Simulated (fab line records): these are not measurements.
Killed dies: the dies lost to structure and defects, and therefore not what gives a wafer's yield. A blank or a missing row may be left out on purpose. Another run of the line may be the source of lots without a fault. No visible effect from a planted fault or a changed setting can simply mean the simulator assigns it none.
Chamber matching | flow nand-harc | rie-diel-10 running NHARC_P_BONDPAD_ACTIVATE_29: 4 sister chambers
The step chemistry N2, time 60 s. 4 wafers are shown with their chamber, then 8 later ones without.

WAFERS PAIRED WITH THEIR CHAMBERS
wafer  | chamber | rf-vpp-V (V)
L626.2 | 1       | 65.7
L630.2 | 0       | 64.7
L630.4 | 3       | 62.9
L632.1 | 2       | 63.5

WAFERS MISSING THEIR CHAMBER
wafer  | rf-vpp-V (V)
L632.3 | 65.0
L632.6 | 64.5
L634.1 | 64.2
L634.2 | 64.4
L634.4 | 63.7
L637.1 | 64.9
L637.4 | 64.4
L637.5 | 64.1

EACH ONE'S CHAMBER
wafer  | from the rows above          | in truth
L632.3 | can't be placed: 0 or 1      | 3
L632.6 | 0                            | 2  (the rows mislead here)
L634.1 | can't be placed: 0 or 2      | 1
L634.2 | can't be placed: 0 or 2      | 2
L634.4 | can't be placed: 2 or 3      | 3
L637.1 | can't be placed: 0 or 1      | 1
L637.4 | can't be placed: 0 or 2      | 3
L637.5 | can't be placed: 2 or 0 or 3 | 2
Placed correctly: 0 of 8. Unplaceable from these rows: 7, with the true chamber sitting among the candidates in 4. Wrongly placed: 1.
How it was worked out, from the rows above alone: a wafer's distance from a chamber is the root of the sum, over the readings, of the square of ((its reading less the chamber's mean) divided by the reading's scatter). If the next closest chamber is less than 2 further off than the closest, the wafer can't be placed; otherwise it belongs to the closest. The mean given for a chamber averages the wafers shown for that chamber. The scatter (one wafer shown for each chamber): square how far every hidden wafer sits from the nearest shown wafer, average those squares and take the square root.
